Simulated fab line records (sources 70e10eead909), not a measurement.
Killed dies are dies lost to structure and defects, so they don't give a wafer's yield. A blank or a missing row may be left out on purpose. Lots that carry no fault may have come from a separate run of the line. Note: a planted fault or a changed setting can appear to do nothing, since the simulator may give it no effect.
Which tool did it? + flow nand harc + Sampling: 24 lots, 72 wafers, 2 of 1159 route steps

== WHAT THE GAUGES SHOWED, per wafer ==
NHARC_A_CONTACT_OVL_MEAS_43. Usual: overlay x nm 0.2 nm, standard deviation 0.95; overlay y nm 0.2 nm, standard deviation 0.8.
| lot  | measured     | on         | overlay x nm (nm) | overlay y nm (nm) | flag |
|------|--------------|------------|-------------------|-------------------|------|
| L074 | day 15 20:08 | overlay-01 | 0.3 0.3 0.7       | 0.1 0.6 0.0       |      |
| L075 | day 16 05:45 | overlay-01 | 0.6 0.7 0.8       | 1.0 0.1 0.5       |      |
| L077 | day 16 12:35 | overlay-01 | -1.1 -0.9 -1.3    | 2.2 2.1 2.1       |      |
| L076 | day 16 21:44 | overlay-02 | 1.1 0.9 1.0       | -0.2 0.0 0.0      |      |
| L079 | day 17 04:50 | overlay-01 | 1.4 0.2 1.6       | 0.4 0.6 -0.1      |      |
| L078 | day 17 06:37 | overlay-02 | 1.0 0.4 -0.4      | -0.7 0.4 -0.4     |      |
| L080 | day 17 09:53 | overlay-01 | 1.1 0.8 1.2       | -0.1 0.0 0.0      |      |
| L081 | day 18 02:40 | overlay-02 | 0.4 0.9 1.5       | 0.5 0.9 1.1       |      |
| L084 | day 18 16:48 | overlay-01 | -0.9 -1.4 -0.9    | 0.8 0.2 0.5       |      |
| L082 | day 18 15:30 | overlay-02 | -0.5 -0.8 -1.1    | -0.7 -0.1 -0.5    |      |
| L085 | day 19 03:42 | overlay-01 | -0.3 -0.2 -0.5    | 0.1 0.4 0.4       |      |
| L083 | day 19 07:37 | overlay-02 | 0.8 0.5 0.2       | 0.4 0.2 0.3       |      |
| L086 | day 19 13:31 | overlay-01 | -0.6 0.4 -0.4     | -1.5 -0.9 -1.0    |      |
| L087 | day 19 16:22 | overlay-01 | 0.6 0.6 1.3       | 0.6 0.9 0.6       |      |
| L088 | day 19 20:51 | overlay-01 | 1.1 1.0 0.1       | 0.2 0.0 -0.3      |      |
| L089 | day 20 00:04 | overlay-02 | 0.2 0.4 0.4       | -0.8 -0.5 -0.8    |      |
| L090 | day 20 02:22 | overlay-01 | 0.9 1.1 0.7       | -0.3 -0.1 -0.2    |      |
| L091 | day 20 15:43 | overlay-01 | -1.3 -1.3 -1.6    | 0.6 1.0 0.4       |      |
| L094 | day 20 23:54 | overlay-02 | 2.3 2.0 1.9       | 1.5 2.1 1.8       |      |
| L092 | day 21 01:55 | overlay-01 | -1.0 -0.7 -1.4    | 0.8 1.0 0.6       |      |
| L096 | day 21 08:01 | overlay-02 | 1.1 1.4 1.0       | 1.4 1.0 0.4       |      |
| L095 | day 21 11:56 | overlay-02 | -0.5 -1.1 -0.4    | 0.0 0.0 0.2       |      |
| L093 | day 21 14:23 | overlay-02 | -0.8 -0.7 -1.0    | -0.3 0.3 -0.2     |      |
| L097 | day 22 01:02 | overlay-02 | 1.0 0.1 -0.1      | -1.7 -1.3 -1.0    |      |

== TOOL THAT RAN EACH LOT (tool first, then ch and the chambers of the sampled wafers, then the start) ==
| lot  | NHARC_A_WL_FILL_STRIP_29           |
|------|------------------------------------|
| L074 | rie diel-11 ch 2,3, day 15 03:50   |
| L075 | rie diel-01 ch 0,2,3, day 15 11:01 |
| L077 | rie diel-01 ch 0,1,3, day 15 13:41 |
| L076 | rie diel-05 ch 0,2,3, day 16 04:52 |
| L079 | rie diel-05 ch 1,2, day 16 13:16   |
| L078 | rie diel-01 ch 0,1, day 16 13:16   |
| L080 | rie diel-05 ch 1,2,3, day 16 13:18 |
| L081 | rie diel-11 ch 0,1,3, day 17 08:10 |
| L084 | rie diel-01 ch 0,3, day 18 00:22   |
| L082 | rie diel-11 ch 0,2, day 18 01:38   |
| L085 | rie diel-05 ch 0,1, day 18 04:23   |
| L083 | rie diel-01 ch 0,1,3, day 18 04:23 |
| L086 | rie diel-05 ch 1,2, day 18 14:23   |
| L087 | rie diel-11 ch 0,2,3, day 18 14:23 |
| L088 | rie diel-11 ch 2,3, day 18 19:18   |
| L089 | rie diel-11 ch 0,2,3, day 19 01:08 |
| L090 | rie diel-01 ch 0,1,3, day 19 01:13 |
| L091 | rie diel-01 ch 1,2,3, day 19 23:03 |
| L094 | rie diel-11 ch 1,3, day 20 08:53   |
| L092 | rie diel-05 ch 0,3, day 20 08:56   |
| L096 | rie diel-01 ch 1,2, day 20 15:33   |
| L095 | rie diel-05 ch 0,2, day 20 15:35   |
| L093 | rie diel-01 ch 0,2,3, day 20 18:42 |
| L097 | rie diel-11 ch 1,3, day 21 09:25   |
- NHARC_A_WL_FILL_STRIP_29: strips in O2, time 20 s.

== WHAT THE TOOLS THEMSELVES READ (means of the sampled wafers that have a number; where no wafer has one, the mark that the record gives instead) ==
NHARC_A_WL_FILL_STRIP_29. Usual: chamber pressure mTorr 59.99 mTorr, standard deviation 0.054; drypump motor current A 5.5 A, standard deviation 0.53; oes product au 1.003 a.u., standard deviation 0.01; rf vpp V 57.9 V, standard deviation 0.88; showerhead plenum p Torr 3.58 Torr, standard deviation 0.15; throttle valve pct 17.037 %, standard deviation 0.0095.
| lot  | tool        | chamber pressure mTorr (mTorr) | drypump motor current A (A) | oes product au (a.u.) | rf vpp V (V) | showerhead plenum p Torr (Torr) | throttle valve pct (%) | flag |
|------|-------------|--------------------------------|-----------------------------|-----------------------|--------------|---------------------------------|------------------------|------|
| L074 | rie diel-11 | 60.01                          | 5.5                         | 0.994                 | 58.3         | 3.38                            | 17.034                 |      |
| L075 | rie diel-01 | 60.02                          | 6.0                         | 1.001                 | 57.7         | 3.67                            | 17.041                 |      |
| L077 | rie diel-01 | 59.94                          | 5.7                         | 1.002                 | 57.6         | 3.67                            | 17.037                 |      |
| L076 | rie diel-05 | 59.99                          | 5.7                         | 1.010                 | 57.5         | 3.57                            | 17.039                 |      |
| L079 | rie diel-05 | 59.95                          | 5.8                         | 1.015                 | 58.3         | 3.52                            | 17.041                 |      |
| L078 | rie diel-01 | 59.97                          | 5.3                         | 0.999                 | 57.3         | 3.65                            | 17.040                 |      |
| L080 | rie diel-05 | 59.99                          | 5.3                         | 1.010                 | 57.7         | 3.62                            | 17.032                 |      |
| L081 | rie diel-11 | 59.98                          | 5.2                         | 1.014                 | 58.8         | 3.50                            | 17.038                 |      |
| L084 | rie diel-01 | 60.00                          | 6.1                         | 0.993                 | 58.5         | 3.70                            | 17.032                 |      |
| L082 | rie diel-11 | 59.99                          | 5.2                         | 1.001                 | 57.6         | 3.61                            | 17.044                 |      |
| L085 | rie diel-05 | 60.02                          | 5.6                         | 0.987                 | 57.5         | 3.53                            | 17.039                 |      |
| L083 | rie diel-01 | 59.96                          | 5.7                         | 1.001                 | 57.9         | 3.67                            | 17.051                 |      |
| L086 | rie diel-05 | 60.00                          | 5.3                         | 1.015                 | 57.4         | 3.57                            | 17.042                 |      |
| L087 | rie diel-11 | 59.98                          | 5.4                         | 0.999                 | 58.2         | 3.50                            | 17.045                 |      |
| L088 | rie diel-11 | 60.03                          | 5.5                         | 1.003                 | 57.3         | 3.38                            | 17.040                 |      |
| L089 | rie diel-11 | 59.97                          | 5.4                         | 1.012                 | 57.0         | 3.50                            | 17.032                 |      |
| L090 | rie diel-01 | 59.99                          | 5.7                         | 0.991                 | 57.8         | 3.67                            | 17.034                 |      |
| L091 | rie diel-01 | 60.00                          | 5.9                         | 1.003                 | 58.3         | 3.66                            | 17.041                 |      |
| L094 | rie diel-11 | 60.01                          | 5.5                         | 1.006                 | 57.1         | 3.39                            | 17.038                 |      |
| L092 | rie diel-05 | 59.99                          | 5.2                         | 0.999                 | 58.8         | 3.68                            | 17.027                 |      |
| L096 | rie diel-01 | 59.97                          | 5.5                         | 1.005                 | 57.8         | 3.63                            | 17.026                 |      |
| L095 | rie diel-05 | 59.99                          | 6.2                         | 0.997                 | 57.3         | 3.47                            | 17.039                 |      |
| L093 | rie diel-01 | 59.96                          | 5.9                         | 0.997                 | 58.7         | 3.67                            | 17.035                 |      |
| L097 | rie diel-11 | 59.97                          | 5.5                         | 1.010                 | 56.5         | 3.39                            | 17.035                 |      |

== THE ANSWER, worked out from the rows above alone ==
Rule: a lot counts as off when the mean over its wafers that have a number is more than 3 standard deviations away from the usual mean. Also off: a lot with no number at a reading for which 4 or more lots have one. Any other lot the step has rows for is counted as sound. The gauges are gone through in route order, then the tools' own readings, and for those a lot's mean is taken as printed above. At the first step where some lot is off, the reading lying furthest off is the one used; lots without a number count as furthest.
Across all readings shown, no lot is off: no conclusion can be drawn from this.

== WHAT THE SIMULATOR PUT IN ==
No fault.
